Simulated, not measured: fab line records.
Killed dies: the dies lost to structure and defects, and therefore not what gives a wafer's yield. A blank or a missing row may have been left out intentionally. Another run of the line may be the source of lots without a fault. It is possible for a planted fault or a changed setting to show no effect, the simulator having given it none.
A lot that was struck, set against a sound lot / flow n5_finfet / 38 steps out of a route of 1938
Sound: wafers L863.2, L863.4, L863.5. Struck: wafers L859.1, L859.3, L859.5. Last of all comes the cause.
Each step with rows lists, per side, the tool, then ch with its chambers, then its first start. Under that, the readings that differ: sound wafers / struck wafers / difference of the means / sigmas: that difference in standard deviations of wafers without a fault.
alike: a reading whose means differ by less than 2 such deviations, as well as words and numbers matching on both sides. not compared: withheld readings; readings where some wafer has no value; bounds like >300 that might hide an equal value; numbers whose values overlap and for which the record gives no deviation.
Wherever a step has rows on one side only, a row that says differs or no value, or a row with sigmas, the two part there. When numbers do not overlap yet have no deviation, they are printed without sigmas and do not part them. Lack of a reading on every wafer of one side parts them only where that side has two or more wafers.

first, 9 steps without rows for these wafers: N5_BEOL_M4_ANNEAL_95 (time 240 s); N5_BEOL_M4_SPUTTER_96 (material Cu, target thk 4.5 nm, time 8.29 s); N5_BEOL_M4_ECD_50 (material Cu, target thk 300 nm); N5_BEOL_M4_ANNEAL_51 (time 90 s); N5_BEOL_M4_CMP_52 (polishes, stops on SiOC, t overpolish 6.8 s, target thk 40 nm); N5_BEOL_M4_PRE_CLEAN_60 (time 15 s); N5_BEOL_M4_CO_CAP_55 (material Co, precursor CCTBA/H2, target thk 2 nm, time 102.1 s); N5_BEOL_M4_PRE_CLEAN_56 (time 15 s); N5_BEOL_M4_DEP_57 (deposits SiCN from 3MS/NH3, target thk 8 nm, time 14 s).
N5_BEOL_M4_RC_MEAS_101:
  sound on prober-02 ch 0, day 15 07:02; struck on prober-01 ch 0, day 14 03:32
  alike: DIBL_N, DIBL_P, IOFF_N, IOFF_P, ION_N, ION_P, SS_N, SS_P, VT_N, VT_P
then, 24 steps without rows for these wafers: N5_BEOL_M5_ILD_DEP_00 (deposits SiCOH lowk from DEMS/porogen, target thk 140.64 nm, time 25.9 s); N5_BEOL_M5_CURE_79 (cures SiCOH lowk, time 240 s); N5_BEOL_M5_PECVD_70 (deposits SiO2 from TEOS/O2, target thk 16 nm, time 18 s); N5_BEOL_M5_HM_DEP_02 (deposits TiN, target thk 20 nm); N5_BEOL_M5_COAT_59 (time 60 s, resist thk 60 nm); N5_BEOL_M5_COAT_60 (time 60 s, resist thk 12 nm); N5_BEOL_M5_COAT_71 (time 60 s, resist thk 5 nm); N5_BEOL_M5_COAT_05 (resist thk 30 nm); N5_BEOL_M5_EBR_07; N5_BEOL_M5_SOFTBAKE_06 (time 60 s); N5_BEOL_M5_EXPOSE_08 (exposes mask M5, target cd 28 nm); N5_BEOL_M5_PEB_09 (peb time 60 s); N5_BEOL_M5_DEVELOP_10 (develop time 30 s); N5_BEOL_M5_DESCUM_16 (chemistry O2, time 7 s); N5_BEOL_M5_ETCH_72 (etches underlayer in N2/H2, target depth 6.5 nm, time 5.2 s); N5_BEOL_M5_ETCH_61 (etches SiARC in CF4, target depth 15.6 nm, time 26 s); N5_BEOL_M5_ETCH_62 (etches SOC in N2/H2, target depth 75 nm, overetch 15 nm, time 112.5 s); N5_BEOL_M5_STRIP_63 (strips in N2/H2); N5_BEOL_M5_STRIP_73 (strips in N2/H2); N5_BEOL_M5_STRIP_64 (strips in CF4); N5_BEOL_M5_HM_OPEN_17 (chemistry Cl2/BCl3, target TiN, target depth 20 nm, overetch 6 nm); N5_BEOL_M5_STRIP_19 (strips in O2); N5_BEOL_M5_COAT_65 (time 60 s, resist thk 60 nm); N5_BEOL_M5_COAT_66 (time 60 s, resist thk 12 nm).
N5_BEOL_M6_STRIP_19: strips in O2.
  sound on rie_diel-05 ch 0,2, day 16 00:26; struck on rie_diel-01 ch 1,3, day 14 23:53
  no value came back on the struck wafers for any of 7 readings (bias_power_w (W), chamber_pressure_mTorr (mTorr) and others); on the sound wafers bias_power_w (W) reads 0 0 0
reading=model.SOC_of_BEOL_M6_COAT_59.thk_nm (nm); sound=0 0 0; struck=92.4 91.8 92.2; difference=+92.1; sigmas=
  not compared: rf_hours_counter_h
N5_BEOL_M6_ETCH_66: etches SOC in N2/H2, target depth 80 nm, overetch 16 nm, time 120 s.
  sound on rie_diel-03 ch 0,1, day 16 01:53; struck on rie_diel-03 ch 2,3, day 15 02:56
reading=drypump_motor_current_A (A); sound=5.4 5.7 5.4; struck=6.4 5.7 6.4; difference=+0.7; sigmas=+2
reading=oes_product_au (a.u.); sound=0.61 0.65 0.61; struck=0.67 0.86 0.68; difference=+0.11; sigmas=+2
reading=model.etch.depth_nm (nm); sound=60.15 60.05 59.99; struck=95.75 92.54 96.36; difference=+34.82; sigmas=
  alike: rf_vpp_V, showerhead_plenum_p_Torr, throttle_valve_pct
  not compared: rf_hours_counter_h
N5_BEOL_M6_VIA_ETCH_34: etches SiCOH lowk in C4F6/O2, target depth 126.3 nm, time 50.9 s.
  sound on rie_diel-03 ch 0,1, day 16 01:59; struck on rie_diel-03 ch 2,3, day 15 03:02
reading=oes_product_au (a.u.); sound=0.80 0.85 0.80; struck=0.25 0.33 0.25; difference=-0.54; sigmas=-9
  alike: O2_flow_sccm, drypump_motor_current_A, oes_ar_750_au, rf_vpp_V, showerhead_plenum_p_Torr, throttle_valve_pct
  not compared: rf_hours_counter_h
-- a jump in the record: the struck wafers' starts before and after are 4 days apart (it breaks off in module BEOL_M6 and resumes in module PASSIVATION, where the first step shown is number 1936 of the route) --
N5_PASSIVATION_PROBE_49:
  the record has rows for the struck wafers here (prober-01, day 19 12:35) and none for the sound ones

== WHERE THEY PART ==
Earliest at N5_BEOL_M6_STRIP_19; latest, in this record, at N5_PASSIVATION_PROBE_49.

WHY: what the simulator had put in
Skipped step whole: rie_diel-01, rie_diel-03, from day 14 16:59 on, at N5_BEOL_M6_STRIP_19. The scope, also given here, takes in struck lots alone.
